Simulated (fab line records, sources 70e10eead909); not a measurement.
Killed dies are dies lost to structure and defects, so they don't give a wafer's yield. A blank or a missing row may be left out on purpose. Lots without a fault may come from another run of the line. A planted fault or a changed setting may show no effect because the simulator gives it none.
fab line records | flow nand_harc
record lots=14 wafers=42 last_day=34
route steps=1302 shown P_GATE@189 P_CONTACT@217
lots that met no fault: from a run of the same line without faults
start_h: hours from the record's first day to the start of the lot's first wafer shown | wait_h: hours since the lot's step before | " the same as in the row above | L1.1+2: a row that stands for several wafers | - no value, or no start given | * or withheld: withheld | < > ~ a bound
route shown NAME@n: a module of which the file shows steps, and the number in the route of the first | usual: mean/standard deviation of fault-free wafers | same: alike in all rows | chamber/n: place in a boat | sites: the reading at each site | _std_site: their standard deviation | _edge_site: outer sites' mean less inner sites' | radius_mm: how far each site lies from the wafer's centre | mask NAME#n: copy n | behind: the tool/chamber that last shaped the wafer | hold: why the lot was held/for how many hours/how that ended | device: the transistor (n, p or np) that didn't switch | end of line: the same wafers' tests at the end of the route | a step without rows: its recipe alone | killed: dies lost to structure and defects at the first sort, not the wafer's yield | map: a wafer's dies, x killed, . not, _ none there
set.NAME: the setting as run; set.NAME@STEP: as run at that earlier step | model.NAME: the simulator's own value behind a step, which no gauge read
steps of the route over a sample of lots; a table a step, a row a wafer
services: from which hour (start_h, from the record's first day; less than 0 if before it) a tool's chamber was out of use, for how many hours, and why
## steps
# step NHARC_P_GATE_STRIP_112
# recipe power_w=1500 temp_c=110 time_s=200 chemistry=N2/H2
# usual drypump_motor_current_A=6.0/0.36 heater_power_w=86/7.4
# columns lot.wafer tool chamber start_h wait_h drypump_motor_current_A heater_power_w rf_hours_counter_h
L462.1 plasma_asher-01 0 119.30 0.2 6.5 75 29
L462.2 " 1 " " 5.5 91 29
L462.6 " 1 " " 5.5 88 -
L463.4 plasma_asher-01 1 131.08 0.2 5.6 88 -
L463.3 " 0 " " 6.5 76 -
L463.5 " 1 " " 5.5 92 -
L464.1 plasma_asher-02 1 144.34 0.2 6.2 84 11
L464.2 " 0 " " 5.7 101 11
L464.3 " 1 " " 6.1 81 -
L466.2 plasma_asher-02 1 162.30 0.2 6.1 83 15
L466.3 " 0 " " 5.7 98 -
L466.5 " 1 " " 6.1 82 -
L467.2 plasma_asher-02 0 173.91 0.4 5.7 99 18
L467.4 " 0 " " 5.7 97 -
L467.3 " 1 " " 6.1 82 -
L469.1 plasma_asher-02 0 193.22 0.2 5.7 97 22
L469.3 " 1 " " 6.1 81 -
L469.5 " 1 " " 6.1 81 -
L470.1 plasma_asher-02 1 197.58 0.2 6.1 85 24
L470.3 " 0 " " 5.7 98 -
L470.6 " 1 " " 6.1 82 -
L471.2 plasma_asher-01 1 217.76 0.2 5.6 87 7
L471.1 " 0 " " 6.6 77 7
L471.3 " 1 " " 5.5 88 -
L472.2 plasma_asher-02 0 222.39 0.2 5.7 99 28
L472.1 " 1 " " 6.1 81 28
L472.5 " 1 " " 6.1 81 -
L479.1 plasma_asher-02 0 299.04 0.2 5.7 93 9
L479.3 " 1 " " 6.1 83 -
L479.4 " 0 " " 5.7 94 -
L481.1 plasma_asher-01 0 316.85 0.2 6.6 77 29
L481.4 " 0 " " 6.5 79 -
L481.3 " 1 " " 5.5 85 -
L482.1 plasma_asher-02 1 326.54 0.2 6.1 82 15
L482.3 " 1 " " 6.1 83 -
L482.5 " 1 " " 6.1 84 -
L483.1 plasma_asher-02 0 332.61 0.2 5.7 93 16
L483.4 " 0 " " 5.7 90 -
L483.3 " 1 " " 6.1 83 -
L484.3 plasma_asher-02 1 344.03 0.2 6.1 82 -
L484.4 " 0 " " 5.7 93 -
L484.6 " 1 " " 6.1 84 -
# step NHARC_P_GATE_STRIP_113
# recipe power_w=1500 temp_c=110 time_s=740 chemistry=N2/H2
# usual drypump_motor_current_A=6.0/0.41 heater_power_w=85/7.3
# columns lot.wafer tool chamber start_h wait_h drypump_motor_current_A heater_power_w rf_hours_counter_h
L462.2 plasma_asher-01 1 121.03 0.2 5.5 90 29
L462.1 " 0 " " 6.6 77 29
L462.6 " 1 " " 5.5 91 -
L463.4 plasma_asher-02 0 132.82 0.3 5.7 99 -
L463.3 " 1 " " 6.1 82 -
L463.5 " 0 " " 5.7 98 -
L464.2 plasma_asher-01 1 145.93 0.2 5.5 90 33
L464.1 " 0 " " 6.6 77 33
L464.3 " 0 " " 6.5 76 -
L466.2 plasma_asher-01 1 164.16 0.3 5.5 91 38
L466.3 " 1 " " 5.4 90 -
L466.5 " 1 " " 5.4 89 -
L467.2 plasma_asher-02 0 175.63 0.3 5.7 95 19
L467.3 " 1 " " 6.1 82 -
L467.4 " 0 " " 5.7 98 -
L469.1 plasma_asher-02 1 195.48 0.3 6.1 83 23
L469.3 " 1 " " 6.1 83 -
L469.5 " 1 " " 6.1 81 -
L470.1 plasma_asher-02 0 199.27 0.3 5.7 98 24
L470.3 " 1 " " 6.1 81 -
L470.6 " 1 " " 6.2 83 -
L471.2 plasma_asher-01 1 219.47 0.2 5.5 89 8
L471.1 " 0 " " 6.6 77 8
L471.3 " 0 " " 6.6 76 -
L472.1 plasma_asher-02 1 224.09 0.2 6.1 82 28
L472.2 " 0 " " 5.7 96 28
L472.5 " 1 " " 6.1 83 -
L479.1 plasma_asher-02 1 300.59 0.2 6.1 85 9
L479.3 " 1 " " 6.1 83 -
L479.4 " 0 " " 5.7 91 -
L481.1 plasma_asher-02 0 318.44 0.2 5.7 92 13
L481.4 " 0 " " 5.7 91 -
L481.3 " 1 " " 6.1 83 -
L482.1 plasma_asher-01 1 331.25 0.3 5.5 85 32
L482.3 " 1 " " 5.5 87 -
L482.5 " 0 " " 6.6 77 -
L483.1 plasma_asher-01 1 334.31 0.3 5.5 87 33
L483.3 " 0 " " 6.5 76 -
L483.4 " 1 " " 5.4 88 -
L484.3 plasma_asher-02 1 345.79 0.4 6.1 80 -
L484.4 " 0 " " 5.7 88 -
L484.6 " 0 " " 5.7 94 -
# step NHARC_P_CONTACT_DEP_30
# recipe target_thk_a=300 temp_c=400 target_thk_nm=30 flow_sccm=200 rf_w=450 material=SiNx
# usual heater_power_w=736/83
# columns lot.wafer tool chamber start_h wait_h heater_power_w
L462.1 pecvd-04 0 123.64 0.1 694
L462.2 " 2 " " 716
L462.6 " 1 " " 765
L463.3 pecvd-02 0 135.23 0.1 837
L463.5 " 2 " " 711
L463.4 " 1 " " 648
L464.2 pecvd-02 0 148.89 0.1 924
L464.1 " 1 " " 741
L464.3 " 2 " " 738
L466.2 pecvd-01 2 166.64 0.1 765
L466.3 " 0 " " 823
L466.5 " 0 " " 808
L467.2 pecvd-04 1 178.34 0.1 804
L467.3 " 0 " " 639
L467.4 " 0 " " 653
L469.1 pecvd-01 2 198.28 0.1 805
L469.3 " 1 " " 712
L469.5 " 2 " " 809
L470.1 pecvd-02 2 201.77 0.1 709
L470.3 " 0 " " 872
L470.6 " 0 " " 853
L471.1 pecvd-04 2 222.06 0.1 704
L471.3 " 0 " " 676
L471.2 " 1 " " 792
L472.2 pecvd-04 1 226.71 0.1 784
L472.1 " 0 " " 697
L472.5 " 0 " " 661
L479.1 pecvd-02 0 303.39 0.1 803
L479.3 " 2 " " 870
L479.4 " 2 " " 851
L481.1 pecvd-02 0 321.22 0.1 759
L481.3 " 2 " " 868
L481.4 " 2 " " 863
L481.1 pecvd-02 0 321.69 - 784
L481.3 " 2 " " 865
L481.4 " 2 " " 860
L482.1 pecvd-04 2 333.75 0.1 682
L482.3 " 1 " " 730
L482.5 " 0 " " 615
L482.1 pecvd-04 2 334.22 - 689
L482.3 " 1 " " 742
L482.5 " 0 " " 611
L483.1 pecvd-01 1 336.81 0.1 639
L483.3 " 2 " " 845
L483.4 " 1 " " 607
L484.3 pecvd-04 1 348.29 0.1 749
L484.6 " 0 " " 609
L484.4 " 1 " " 762
# step NHARC_P_CONTACT_DEP_00
# recipe target_thk_a=5000 temp_c=400 pressure_torr=6.5 rf_w=900 teos_flow_sccm=161.4 flow_sccm=2650 target_thk_nm=500 gas=O2 material=SiO2
# usual flow_sccm=2649/8.2 heater_power_w=573/95 throttle_valve_pct=16.0/0.72
# columns lot.wafer tool chamber start_h wait_h flow_sccm heater_power_w throttle_valve_pct
L462.1 pecvd-04 0 - - 2651 531 16.4
L462.2 " 2 " " 2638 542 16.8
L462.6 " 1 " " 2648 636 15.6
L463.3 pecvd-02 0 - - 2653 748 16.2
L463.5 " 2 " " 2647 631 16.1
L463.4 " 1 " " 2642 538 16.1
L464.2 pecvd-02 0 - - 2627 672 15.9
L464.1 " 1 " " 2651 570 16.2
L464.3 " 2 " " 2654 687 16.0
L466.2 pecvd-01 2 - - 2644 629 14.4
L466.3 " 0 " " 2658 694 15.3
L466.5 " 0 " " 2653 514 15.5
L467.2 pecvd-04 1 - - 2647 589 15.9
L467.3 " 0 " " 2648 545 16.6
L467.4 " 0 " " 2646 394 16.4
L469.1 pecvd-01 2 - - 2654 542 14.3
L469.3 " 1 " " 2638 561 14.9
L469.5 " 2 " " 2653 571 14.2
L470.1 pecvd-02 2 - - 2655 682 16.3
L470.3 " 0 " " 2639 764 16.0
L470.6 " 0 " " 2647 796 15.9
L471.1 pecvd-04 2 - - 2646 478 17.1
L471.3 " 0 " " 2646 432 16.4
L471.2 " 1 " " 2643 633 16.0
L472.2 pecvd-04 1 - - 2652 615 15.5
L472.1 " 0 " " 2664 431 16.7
L472.5 " 0 " " 2655 454 16.2
L479.1 pecvd-02 0 - - 2661 688 15.7
L479.3 " 2 " " 2643 725 16.6
L479.4 " 2 " " 2647 539 16.7
L481.1 pecvd-02 0 - - 2645 660 16.3
L481.3 " 2 " " 2670 667 16.8
L481.4 " 2 " " 2660 684 16.8
L482.1 pecvd-04 2 - - 2657 544 16.8
L482.3 " 1 " " 2644 631 16.0
L482.5 " 0 " " 2658 445 16.5
L483.1 pecvd-01 1 - - 2644 414 14.9
L483.3 " 2 " " 2634 694 14.4
L483.4 " 1 " " 2643 435 15.0
L484.3 pecvd-04 1 - - 2655 620 15.9
L484.6 " 0 " " 2655 419 16.3
L484.4 " 1 " " 2649 470 15.7
## services
# columns tool chamber start_h hours kind
pecvd-04 0 101.05 - clean
pecvd-04 1 101.05 - clean
pecvd-04 2 101.05 - clean
pecvd-01 - 130.00 13.0 pm
plasma_asher-01 - 165.21 9.0 pm
pecvd-02 2 176.09 4.2 repair
pecvd-04 1 202.67 2.5 repair
pecvd-01 - 210.32 1.2 repair
pecvd-02 - 227.02 13.0 pm
plasma_asher-02 - 249.00 9.0 pm
plasma_asher-02 0 249.00 9.0 vent_cycle
plasma_asher-02 1 249.00 9.0 vent_cycle
plasma_asher-02 0 258.00 - clean
plasma_asher-02 1 258.00 - clean
pecvd-04 - 269.05 13.0 pm
pecvd-04 0 269.05 13.0 vent_cycle
pecvd-04 1 269.05 13.0 vent_cycle
pecvd-04 2 269.05 13.0 vent_cycle
pecvd-02 1 269.22 14.4 repair
pecvd-04 0 282.05 - clean
pecvd-04 1 282.05 - clean
pecvd-04 2 282.05 - clean
pecvd-02 - 307.47 1.5 repair
pecvd-01 - 311.00 13.0 pm
## key
first_sign step=NHARC_P_CONTACT_DEP_30 reading=visit direction=added
effect none on later readings
met_at NHARC_P_CONTACT_DEP_30
struck_lots L481,L482
sort_left_out L481.1,L481.3,L481.4,L482.1,L482.3,L482.5
tester_left_out L481,L482
not_acting_at NHARC_P_GATE_STRIP_112,NHARC_P_GATE_STRIP_113,NHARC_P_CONTACT_DEP_00
fault kind=repeated_step_whole tool=pecvd-01,pecvd-02,pecvd-04 chamber=- onset_h=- steps=NHARC_P_CONTACT_DEP_30 times=1 scope=struck_lots_only
# tester_left_out: of these lots the tester's yield and bins aren't shown, on N5 and GAA mostly nor the transistor test; their killed dies are dies lost to structure and defects alone, not to doping, threshold or leakage, so they don't give the yield
# sort_left_out: the simulated sort isn't trusted on such a fault, so these wafers' sort isn't shown, and their yield isn't known
